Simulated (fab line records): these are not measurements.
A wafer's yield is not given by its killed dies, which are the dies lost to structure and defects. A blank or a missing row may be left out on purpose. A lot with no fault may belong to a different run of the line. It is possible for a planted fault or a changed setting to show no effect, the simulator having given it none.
Which tool was responsible? | flow nandHarc | Sampling: 24 lots, 72 wafers, 6 of 1302 route steps

WHAT THE GAUGES SHOWED, per wafer
The record lacks any reading of a measuring or inspecting step that a usual standard deviation could be used to judge.

EACH LOT AND THE TOOL THAT RAN IT (in order: tool; ch and the chambers of the sampled wafers; start)
lot  | NHARC_A_CHANNEL_FILL_D2_ETCHBACK_08          | NHARC_A_CHANNEL_FILL_D2_STRIP_29  | NHARC_A_STAIRCASE_ETCH_17     | NHARC_A_STAIRCASE_TRIM_26     | NHARC_A_STAIRCASE_TRIM_200    | NHARC_A_STAIRCASE_ETCH_221
L075 | rieDiel-11 ch 0,1,2, no start                | rieDiel-11 ch 0,1, no start       | rieDiel-02 ch 1,3, no start   | rieDiel-02 ch 0,1,2, no start | rieDiel-02 ch 0,1,3, no start | rieDiel-10 ch 2,3, no start
L074 | rieDiel-03 ch 1,2,3, no start                | rieDiel-03 ch 0,1,2, no start     | rieDiel-10 ch 1,2,3, no start | rieDiel-10 ch 2,3, no start   | rieDiel-09 ch 0,1,2, no start | rieDiel-02 ch 1,2, no start
L077 | rieDiel-13 ch 0,3, no start                  | rieDiel-13 ch 0,2,3, no start     | rieDiel-09 ch 1,2, no start   | rieDiel-02 ch 0,1,2, no start | rieDiel-09 ch 0,1, no start   | rieDiel-09 ch 1,2,3, no start
L076 | rieDiel-03 ch 0,2,3, no start                | rieDiel-03 ch 0,1,3, no start     | rieDiel-09 ch 1,2,3, no start | rieDiel-09 ch 0,2,3, no start | rieDiel-10 ch 1,2,3, no start | rieDiel-02 ch 0,2,3, no start
L078 | rieDiel-13 ch 0,2, no start                  | rieDiel-13 ch 0,1, no start       | rieDiel-09 ch 0,2, no start   | rieDiel-09 ch 1,2, no start   | rieDiel-10 ch 0,2,3, no start | rieDiel-10 ch 1,3, no start
L080 | rieDiel-03 ch 0,1,3, day 17 07:23 or earlier | rieDiel-03 ch 0,1,3, day 17 07:23 | rieDiel-09 ch 1,2,3, no start | rieDiel-10 ch 0,2,3, no start | rieDiel-02 ch 0,1,2, no start | rieDiel-10 ch 0,2,3, no start
L079 | rieDiel-13 ch 0,2, no start                  | rieDiel-13 ch 0,2, no start       | rieDiel-09 ch 0,1, no start   | rieDiel-02 ch 0,1, no start   | rieDiel-10 ch 0,1,2, no start | rieDiel-09 ch 0,1,2, no start
L081 | rieDiel-11 ch 0,1,3, no start                | rieDiel-11 ch 1,2,3, no start     | rieDiel-02 ch 0,2,3, no start | rieDiel-10 ch 0,2,3, no start | rieDiel-09 ch 1,2,3, no start | rieDiel-02 ch 0,1,2, no start
L083 | rieDiel-03 ch 2,3, no start                  | rieDiel-03 ch 1,2, no start       | rieDiel-10 ch 0,3, no start   | rieDiel-09 ch 0,2, no start   | rieDiel-02 ch 0,2,3, no start | rieDiel-10 ch 0,2,3, no start
L082 | rieDiel-11 ch 0,2, no start                  | rieDiel-11 ch 1,2,3, no start     | rieDiel-02 ch 0,3, no start   | rieDiel-02 ch 0,1, no start   | rieDiel-10 ch 1,3, no start   | rieDiel-09 ch 1,2,3, no start
L084 | rieDiel-03 ch 0,1,3, no start                | rieDiel-03 ch 1,2,3, no start     | rieDiel-02 ch 0,1, no start   | rieDiel-02 ch 1,2,3, no start | rieDiel-09 ch 0,1, no start   | rieDiel-02 ch 0,2,3, no start
L087 | rieDiel-13 ch 1,2, no start                  | rieDiel-13 ch 0,3, no start       | rieDiel-09 ch 0,2,3, no start | rieDiel-02 ch 0,2,3, no start | rieDiel-09 ch 2,3, no start   | rieDiel-10 ch 0,1,3, no start
L085 | rieDiel-03 ch 0,1,2, no start                | rieDiel-03 ch 0,1,3, no start     | rieDiel-09 ch 0,1, no start   | rieDiel-09 ch 0,2,3, no start | rieDiel-02 ch 2,3, no start   | rieDiel-02 ch 0,3, no start
L086 | rieDiel-13 ch 0,2, no start                  | rieDiel-13 ch 2,3, no start       | rieDiel-02 ch 2,3, no start   | rieDiel-09 ch 0,2, no start   | rieDiel-09 ch 1,3, no start   | rieDiel-09 ch 2,3, no start
L089 | rieDiel-03 ch 0,2,3, no start                | rieDiel-03 ch 2,3, no start       | rieDiel-10 ch 0,3, no start   | rieDiel-02 ch 1,2, no start   | rieDiel-02 ch 0,2,3, no start | rieDiel-02 ch 2,3, no start
L088 | rieDiel-11 ch 0,3, no start                  | rieDiel-11 ch 0,2,3, no start     | rieDiel-10 ch 0,1,3, no start | rieDiel-10 ch 0,2,3, no start | rieDiel-10 ch 0,1,3, no start | rieDiel-10 ch 1,2,3, no start
L091 | rieDiel-13 ch 1,2,3, no start                | rieDiel-13 ch 0,1,3, no start     | rieDiel-10 ch 0,2,3, no start | rieDiel-10 ch 1,2,3, no start | rieDiel-09 ch 0,1,2, no start | rieDiel-02 ch 0,1,2, no start
L090 | rieDiel-03 ch 1,2,3, day 22 04:04 or earlier | rieDiel-03 ch 1,2,3, day 22 04:04 | rieDiel-10 ch 0,1,2, no start | rieDiel-02 ch 0,2,3, no start | rieDiel-02 ch 0,1,3, no start | rieDiel-09 ch 0,1,3, no start
L093 | rieDiel-03 ch 1,2,3, no start                | rieDiel-03 ch 1,2,3, no start     | rieDiel-09 ch 0,2,3, no start | rieDiel-09 ch 1,2,3, no start | rieDiel-02 ch 1,2,3, no start | rieDiel-09 ch 0,1,3, no start
L092 | rieDiel-11 ch 0,1,2, no start                | rieDiel-11 ch 0,2,3, no start     | rieDiel-02 ch 1,2,3, no start | rieDiel-02 ch 1,2,3, no start | rieDiel-10 ch 2,3, no start   | rieDiel-02 ch 0,1,3, no start
L095 | rieDiel-13 ch 0,1,2, no start                | rieDiel-13 ch 0,2,3, no start     | rieDiel-10 ch 1,2,3, no start | rieDiel-10 ch 1,2,3, no start | rieDiel-10 ch 0,1,2, no start | rieDiel-09 ch 0,1,2, no start
L094 | rieDiel-03 ch 0,2,3, no start                | rieDiel-03 ch 1,2, no start       | rieDiel-10 ch 1,3, no start   | rieDiel-09 ch 2,3, no start   | rieDiel-02 ch 0,2, no start   | rieDiel-09 ch 0,1,3, no start
L096 | rieDiel-11 ch 0,1, no start                  | rieDiel-11 ch 1,2,3, no start     | rieDiel-09 ch 1,2,3, no start | rieDiel-09 ch 0,1,3, no start | rieDiel-09 ch 1,2,3, no start | rieDiel-10 ch 0,1,3, no start
L097 | rieDiel-03 ch 0,3, day 24 08:10 or earlier   | rieDiel-03 ch 0,2, day 24 08:10   | rieDiel-09 ch 1,2,3, no start | rieDiel-10 ch 0,2,3, no start | rieDiel-10 ch 1,2,3, no start | rieDiel-09 ch 0,1,3, no start
- NHARC_A_CHANNEL_FILL_D2_ETCHBACK_08: etches the open film in C4F8, target depth 220 nm, time 110 s.
- NHARC_A_CHANNEL_FILL_D2_STRIP_29: strips in O2, time 20 s.
- NHARC_A_STAIRCASE_ETCH_17: etches the open film in C4F8/O2, target depth 100 nm, time 40.5 s.
- NHARC_A_STAIRCASE_TRIM_26: chemistry O2, time 211.2 s.
- NHARC_A_STAIRCASE_TRIM_200: chemistry O2, time 211.2 s.
- NHARC_A_STAIRCASE_ETCH_221: etches the open film in C4F8/O2, target depth 100 nm, time 40.5 s.

WHAT THE TOOLS THEMSELVES READ (means of the sampled wafers that have a number; where no wafer has one, the mark that the record gives instead)
NHARC_A_CHANNEL_FILL_D2_ETCHBACK_08.
lot  | tool       | oesProductAu (a.u.) | rfVppV (V)
L075 | rieDiel-11 | 1.00                | 440.5
L074 | rieDiel-03 | 0.96                | 441.6
L077 | rieDiel-13 | 1.01                | 439.1
L076 | rieDiel-03 | 0.92                | 443.2
L078 | rieDiel-13 | 0.99                | 441.2
L080 | rieDiel-03 | 0.92                | 443.5
L079 | rieDiel-13 | 0.93                | 441.0
L081 | rieDiel-11 | 1.00                | 442.3
L083 | rieDiel-03 | 0.93                | 443.0
L082 | rieDiel-11 | 0.99                | 440.3
L084 | rieDiel-03 | 0.99                | 443.4
L087 | rieDiel-13 | 0.94                | 440.6
L085 | rieDiel-03 | 1.00                | 440.9
L086 | rieDiel-13 | 0.93                | 440.7
L089 | rieDiel-03 | 1.01                | 443.7
L088 | rieDiel-11 | 1.00                | 441.2
L091 | rieDiel-13 | 1.00                | 439.1
L090 | rieDiel-03 | 1.01                | 442.7
L093 | rieDiel-03 | 0.94                | 442.4
L092 | rieDiel-11 | 1.00                | 441.1
L095 | rieDiel-13 | 1.01                | 440.2
L094 | rieDiel-03 | 1.00                | 443.1
L096 | rieDiel-11 | 0.93                | 439.9
L097 | rieDiel-03 | 0.93                | 443.4

NHARC_A_CHANNEL_FILL_D2_STRIP_29.
lot  | tool       | drypumpMotorCurrentA (A) | oesProductAu (a.u.) | rfVppV (V) | showerheadPlenumPTorr (Torr) | throttleValvePct (%)
L075 | rieDiel-11 | 5.9                      | 1.004               | 58.7       | 3.52                         | 17.036
L074 | rieDiel-03 | 5.5                      | 0.999               | 58.4       | 3.57                         | 17.038
L077 | rieDiel-13 | 6.1                      | 1.010               | 58.1       | 3.46                         | 17.039
L076 | rieDiel-03 | 6.0                      | 0.997               | 57.8       | 3.64                         | 17.035
L078 | rieDiel-13 | 6.0                      | 1.010               | 57.5       | 3.47                         | 17.038
L080 | rieDiel-03 | 5.9                      | 1.004               | 58.0       | 3.64                         | 17.037
L079 | rieDiel-13 | 6.0                      | 1.014               | 57.6       | 3.54                         | 17.035
L081 | rieDiel-11 | 5.9                      | 0.988               | 57.8       | 3.63                         | 17.030
L083 | rieDiel-03 | 5.8                      | 0.992               | 57.9       | 3.53                         | 17.035
L082 | rieDiel-11 | 5.9                      | 1.004               | 58.8       | 3.63                         | 17.037
L084 | rieDiel-03 | 5.9                      | 1.003               | 58.1       | 3.62                         | 17.031
L087 | rieDiel-13 | 6.0                      | 1.020               | 57.9       | 3.44                         | 17.041
L085 | rieDiel-03 | 5.9                      | 1.000               | 58.0       | 3.64                         | 17.038
L086 | rieDiel-13 | 6.3                      | 1.014               | 57.5       | 3.48                         | 17.049
L089 | rieDiel-03 | 5.7                      | 1.004               | 57.9       | 3.63                         | 17.033
L088 | rieDiel-11 | 5.8                      | 1.010               | 58.4       | 3.58                         | 17.040
L091 | rieDiel-13 | 6.2                      | 1.016               | 58.7       | 3.40                         | 17.045
L090 | rieDiel-03 | 5.9                      | 1.010               | 57.8       | 3.62                         | 17.034
L093 | rieDiel-03 | 5.9                      | 1.017               | 57.9       | 3.62                         | 17.041
L092 | rieDiel-11 | 5.8                      | 1.004               | 57.7       | 3.58                         | 17.042
L095 | rieDiel-13 | 6.2                      | 1.008               | 58.1       | 3.46                         | 17.029
L094 | rieDiel-03 | 5.5                      | 1.010               | 57.0       | 3.55                         | 17.033
L096 | rieDiel-11 | 5.9                      | 1.009               | 58.3       | 3.62                         | 17.030
L097 | rieDiel-03 | 5.3                      | 1.005               | 58.1       | 3.59                         | 17.034

NHARC_A_STAIRCASE_ETCH_17.
lot  | tool       | oesProductAu (a.u.) | rfVppV (V)
L075 | rieDiel-02 | 0.947               | 896
L074 | rieDiel-10 | 0.931               | 896
L077 | rieDiel-09 | 0.942               | 891
L076 | rieDiel-09 | 0.941               | 893
L078 | rieDiel-09 | 0.946               | 892
L080 | rieDiel-09 | 0.943               | 893
L079 | rieDiel-09 | 0.956               | 894
L081 | rieDiel-02 | 0.949               | 901
L083 | rieDiel-10 | 0.948               | 892
L082 | rieDiel-02 | 0.946               | 900
L084 | rieDiel-02 | 0.937               | 901
L087 | rieDiel-09 | 0.936               | 892
L085 | rieDiel-09 | 0.937               | 894
L086 | rieDiel-02 | 0.932               | 901
L089 | rieDiel-10 | 0.928               | 893
L088 | rieDiel-10 | 0.931               | 895
L091 | rieDiel-10 | 0.921               | 894
L090 | rieDiel-10 | 0.929               | 895
L093 | rieDiel-09 | 0.946               | 892
L092 | rieDiel-02 | 0.933               | 898
L095 | rieDiel-10 | 0.934               | 894
L094 | rieDiel-10 | 0.939               | 894
L096 | rieDiel-09 | 0.969               | 892
L097 | rieDiel-09 | 0.943               | 892

NHARC_A_STAIRCASE_TRIM_26.
lot  | tool       | drypumpMotorCurrentA (A) | oesProductAu (a.u.) | rfVppV (V) | showerheadPlenumPTorr (Torr) | throttleValvePct (%)
L075 | rieDiel-02 | 6.2                      | 1.001               | 58.2       | 3.73                         | 17.045
L074 | rieDiel-10 | 6.1                      | 0.996               | 57.2       | 3.48                         | 17.030
L077 | rieDiel-02 | 6.1                      | 0.995               | 58.5       | 3.72                         | 17.035
L076 | rieDiel-09 | 6.0                      | 0.996               | 57.3       | 3.46                         | 17.034
L078 | rieDiel-09 | 6.2                      | 1.012               | 57.7       | 3.38                         | 17.044
L080 | rieDiel-10 | 5.9                      | 1.002               | 56.7       | 3.47                         | 17.037
L079 | rieDiel-02 | 6.0                      | 0.996               | 59.0       | 3.73                         | 17.031
L081 | rieDiel-10 | 5.9                      | 0.990               | 57.5       | 3.46                         | 17.042
L083 | rieDiel-09 | 6.1                      | 1.001               | 57.1       | 3.43                         | 17.037
L082 | rieDiel-02 | 6.0                      | 1.004               | 57.8       | 3.66                         | 17.042
L084 | rieDiel-02 | 5.9                      | 0.999               | 57.3       | 3.59                         | 17.036
L087 | rieDiel-02 | 6.0                      | 0.996               | 58.5       | 3.64                         | 17.037
L085 | rieDiel-09 | 6.1                      | 1.004               | 57.6       | 3.44                         | 17.038
L086 | rieDiel-09 | 6.1                      | 1.000               | 57.6       | 3.37                         | 17.042
L089 | rieDiel-02 | 6.1                      | 0.999               | 57.8       | 3.65                         | 17.035
L088 | rieDiel-10 | 5.9                      | 0.987               | 58.3       | 3.45                         | 17.034
L091 | rieDiel-10 | 5.6                      | 1.000               | 57.7       | 3.49                         | 17.030
L090 | rieDiel-02 | 6.0                      | 0.988               | 59.0       | 3.63                         | 17.042
L093 | rieDiel-09 | 6.1                      | 1.001               | 57.6       | 3.42                         | 17.042
L092 | rieDiel-02 | 5.9                      | 0.998               | 57.5       | 3.57                         | 17.033
L095 | rieDiel-10 | 5.7                      | 0.994               | 58.1       | 3.48                         | 17.042
L094 | rieDiel-09 | 6.1                      | 1.006               | 58.4       | 3.37                         | 17.035
L096 | rieDiel-09 | 6.0                      | 1.001               | 57.2       | 3.46                         | 17.042
L097 | rieDiel-10 | 5.9                      | 1.004               | 57.7       | 3.44                         | 17.032

NHARC_A_STAIRCASE_TRIM_200.
lot  | tool       | drypumpMotorCurrentA (A) | oesProductAu (a.u.) | rfVppV (V) | showerheadPlenumPTorr (Torr) | throttleValvePct (%)
L075 | rieDiel-02 | 5.8                      | 0.996               | 57.5       | 3.61                         | 17.036
L074 | rieDiel-09 | 6.2                      | 1.002               | 57.5       | 3.43                         | 17.036
L077 | rieDiel-09 | 6.1                      | 0.998               | 57.3       | 3.49                         | 17.031
L076 | rieDiel-10 | 5.6                      | 1.000               | 58.2       | 3.51                         | 17.032
L078 | rieDiel-10 | 5.9                      | 1.003               | 57.3       | 3.47                         | 17.026
L080 | rieDiel-02 | 6.2                      | 0.997               | 58.9       | 3.72                         | 17.030
L079 | rieDiel-10 | 5.5                      | 0.986               | 57.6       | 3.50                         | 17.043
L081 | rieDiel-09 | 6.1                      | 1.002               | 56.9       | 3.44                         | 17.034
L083 | rieDiel-02 | 6.0                      | 0.996               | 58.3       | 3.65                         | 17.042
L082 | rieDiel-10 | 5.8                      | 1.001               | 57.9       | 3.50                         | 17.033
L084 | rieDiel-09 | 6.2                      | 1.005               | 57.6       | 3.45                         | 17.037
L087 | rieDiel-09 | 5.9                      | 1.000               | 58.3       | 3.45                         | 17.038
L085 | rieDiel-02 | 6.2                      | 0.996               | 58.0       | 3.64                         | 17.037
L086 | rieDiel-09 | 6.0                      | 0.999               | 57.4       | 3.49                         | 17.042
L089 | rieDiel-02 | 6.0                      | 0.990               | 58.2       | 3.63                         | 17.043
L088 | rieDiel-10 | 5.6                      | 0.990               | 57.5       | 3.48                         | 17.035
L091 | rieDiel-09 | 6.1                      | 1.013               | 57.8       | 3.41                         | 17.033
L090 | rieDiel-02 | 5.8                      | 1.002               | 57.8       | 3.58                         | 17.033
L093 | rieDiel-02 | 5.9                      | 0.997               | 57.7       | 3.57                         | 17.045
L092 | rieDiel-10 | 6.0                      | 1.003               | 58.2       | 3.45                         | 17.037
L095 | rieDiel-10 | 5.5                      | 0.990               | 57.4       | 3.47                         | 17.042
L094 | rieDiel-02 | 6.2                      | 1.005               | 59.0       | 3.75                         | 17.037
L096 | rieDiel-09 | 6.1                      | 0.999               | 57.1       | 3.41                         | 17.040
L097 | rieDiel-10 | 5.6                      | 1.000               | 58.5       | 3.48                         | 17.031

NHARC_A_STAIRCASE_ETCH_221.
lot  | tool       | oesProductAu (a.u.) | rfVppV (V)
L075 | rieDiel-10 | 0.945               | 895
L074 | rieDiel-02 | 0.946               | 901
L077 | rieDiel-09 | 0.961               | 893
L076 | rieDiel-02 | 0.935               | 902
L078 | rieDiel-10 | 0.933               | 897
L080 | rieDiel-10 | 0.945               | 893
L079 | rieDiel-09 | 0.937               | 893
L081 | rieDiel-02 | 0.950               | 903
L083 | rieDiel-10 | 0.942               | 894
L082 | rieDiel-09 | 0.947               | 893
L084 | rieDiel-02 | 0.933               | 901
L087 | rieDiel-10 | 0.934               | 895
L085 | rieDiel-02 | 0.925               | 896
L086 | rieDiel-09 | 0.943               | 891
L089 | rieDiel-02 | 0.931               | 899
L088 | rieDiel-10 | 0.928               | 895
L091 | rieDiel-02 | 0.922               | 901
L090 | rieDiel-09 | 0.960               | 894
L093 | rieDiel-09 | 0.956               | 893
L092 | rieDiel-02 | 0.950               | 898
L095 | rieDiel-09 | 0.948               | 892
L094 | rieDiel-09 | 0.971               | 894
L096 | rieDiel-10 | 0.946               | 894
L097 | rieDiel-09 | 0.926               | 893

THE ANSWER, worked out from the rows above alone
Rule: usual is defined by the lots themselves. The widest of any qualifying gaps counts: lots, ordered by their means at a reading, are off when they make up no more than a third of the lots, leave a main group of 4 or more, and stand apart from it by 3 or more times the standard deviation of that group's means. If all means in a main group match to the digits the tables above print for the reading, that group is not used. A lot without any number at a reading at which 4 lots or more have one is off too. All remaining lots with rows at the step are treated as sound. The gauges are gone through in route order, then the tools' own readings, and for those a lot's mean is taken as printed above. The first step at which some lot is off is used, and at that step the reading that is off furthest; a lot without a number counts as furthest.
None of the lots is off at any reading shown; this tells nothing.

WHAT THE SIMULATOR HAD PUT IN
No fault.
